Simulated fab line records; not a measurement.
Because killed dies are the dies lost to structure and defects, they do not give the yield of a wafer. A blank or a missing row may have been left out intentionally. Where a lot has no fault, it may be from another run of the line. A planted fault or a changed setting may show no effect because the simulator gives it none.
Chamber matching | flow n5_finfet | N5_BEOL_M0_DEP_125 on pecvd-03 has 3 sister chambers
The step deposits SiCN from 3MS/NH3, target thk 8 nm, time 14 s. 6 wafers are shown with their chamber, then 11 later ones without.

## WAFERS, EACH WITH ITS CHAMBER
wafer  | chamber | throttle_valve_pct (%) | showerhead_plenum_p_Torr (Torr)
L082.5 | 2       | 8.7                    | 3.659
L089.2 | 1       | 9.2                    | 3.647
L090.2 | 0       | 8.9                    | 3.635
L090.3 | 0       | 8.9                    | 3.645
L090.6 | 1       | 9.2                    | 3.647
L092.1 | 2       | 8.8                    | 3.650

## WAFERS WITH NO CHAMBER GIVEN
wafer  | throttle_valve_pct (%) | showerhead_plenum_p_Torr (Torr)
L092.2 | 9.1                    | 3.647
L092.6 | 8.8                    | 3.651
L094.1 | 8.8                    | 3.651
L094.2 | 9.0                    | 3.638
L094.3 | 9.0                    | 3.646
L093.3 | 9.2                    | 3.652
L093.4 | 9.3                    | 3.651
L093.5 | 9.5                    | 3.642
L095.4 | 9.2                    | 3.642
L095.5 | 8.9                    | 3.655
L095.6 | 9.1                    | 3.640

## EACH ONE'S CHAMBER
wafer  | from the rows above     | in truth
L092.2 | 1                       | 1
L092.6 | can't be placed: 2 or 0 | 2
L094.1 | can't be placed: 2 or 0 | 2
L094.2 | 0                       | 0
L094.3 | 0                       | 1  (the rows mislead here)
L093.3 | 1                       | 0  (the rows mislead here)
L093.4 | 1                       | 1
L093.5 | 1                       | 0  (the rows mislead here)
L095.4 | 1                       | 1
L095.5 | can't be placed: 0 or 2 | 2
L095.6 | 1                       | 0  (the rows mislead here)
4 of 11 placed correctly. Unplaceable from these rows: 3, with the true chamber sitting among the candidates in 3. Wrongly placed: 4.
How it was worked out, from the rows above alone: a wafer's distance from a chamber is the root of the sum, over the readings, of the square of ((its reading less the chamber's mean) divided by the reading's scatter). The wafer belongs to the nearest chamber; if the next one is less than 2 further off, it can't be placed. The mean given for a chamber averages the wafers shown for that chamber. How the scatter is found: for the shown wafers, subtract from each reading the mean of its chamber, square and add these, divide the total by (wafers less chambers), then take the root.
